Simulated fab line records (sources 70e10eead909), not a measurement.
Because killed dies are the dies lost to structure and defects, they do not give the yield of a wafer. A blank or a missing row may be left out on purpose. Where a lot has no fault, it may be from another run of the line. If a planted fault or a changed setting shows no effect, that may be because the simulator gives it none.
3 desks, one fault ; flow nand_harc ; only its own numbers are on each desk; what lay behind them is given at the end

## THE DEFECT DESK
Counts from the inspections along the route, per lot, as means over the sampled wafers that have a number. Any lot whose mean is over 4 standard deviations away from the usual mean is out of limits and marked OUT; that distance is given in the brackets.
Columns: A = raw_defect_count at NHARC_A_SGD_CUT_INSPECT_11, usual 17
lot;first seen here;A
L263;day 15 16:14;9
L266;day 16 03:14;8
L268;day 17 00:28;24
L272;day 18 09:20;11
L276;day 19 11:23;12
L278;day 20 07:08;3
Finding of this desk: none of the 6 lots has anything out of limits.

## THE TOOL OWNER'S DESK: rie_diel-09
The tool's own readings at NHARC_A_SGD_CUT_ETCH_16 (etches the open film in C4F8/O2/Ar, target depth 310.5 nm, time 155.2 s): means of the sampled wafers that have a number, for each lot that ran on this tool. Any lot whose mean is over 4 standard deviations away from the usual mean is out of limits and marked OUT; that distance is given in the brackets.
Columns: A = oes_product_au at NHARC_A_SGD_CUT_ETCH_16, usual 0.975 a.u.; B = rf_vpp_V at NHARC_A_SGD_CUT_ETCH_16, usual 726 V
lot;first seen here;A;B
L263;day 15 16:53;1.006;728
L266;day 16 03:52;0.975;727
L276;day 19 12:05;0.957;727
L278;day 20 07:46;0.990;728
Finding of this desk: none of the 4 lots has anything out of limits.

## METROLOGY DESK
What the gauges read, lot by lot, whatever tool the lot ran on: means of the sampled wafers that have a number. Any lot whose mean is over 4 standard deviations away from the usual mean is out of limits and marked OUT; that distance is given in the brackets.
Columns: A = cd_nm at NHARC_A_SGD_CUT_CD_MEAS_09, usual 100.1 nm; B = overlay_x_nm at NHARC_A_SGD_CUT_OVL_MEAS_10, usual 0.1 nm; C = overlay_y_nm at NHARC_A_SGD_CUT_OVL_MEAS_10, usual 0.0 nm
lot;first seen here;A;B;C
L263;day 15 16:07;99.7;-0.0;-0.8
L266;day 16 03:07;100.0;-0.3;2.4
L268;day 17 00:20;100.6;1.4;-0.1
L272;day 18 09:13;100.4;1.1;0.8
L276;day 19 11:16;100.9;1.8;-0.5
L278;day 20 07:00;100.1;-0.2;0.0
Finding of this desk: none of the 6 lots has anything out of limits.

## PUT TOGETHER
The defect desk saw nothing out of limits.
The tool owner's desk saw nothing out of limits.
The metrology desk saw nothing out of limits.

## WHAT THE SIMULATOR HAD INSERTED
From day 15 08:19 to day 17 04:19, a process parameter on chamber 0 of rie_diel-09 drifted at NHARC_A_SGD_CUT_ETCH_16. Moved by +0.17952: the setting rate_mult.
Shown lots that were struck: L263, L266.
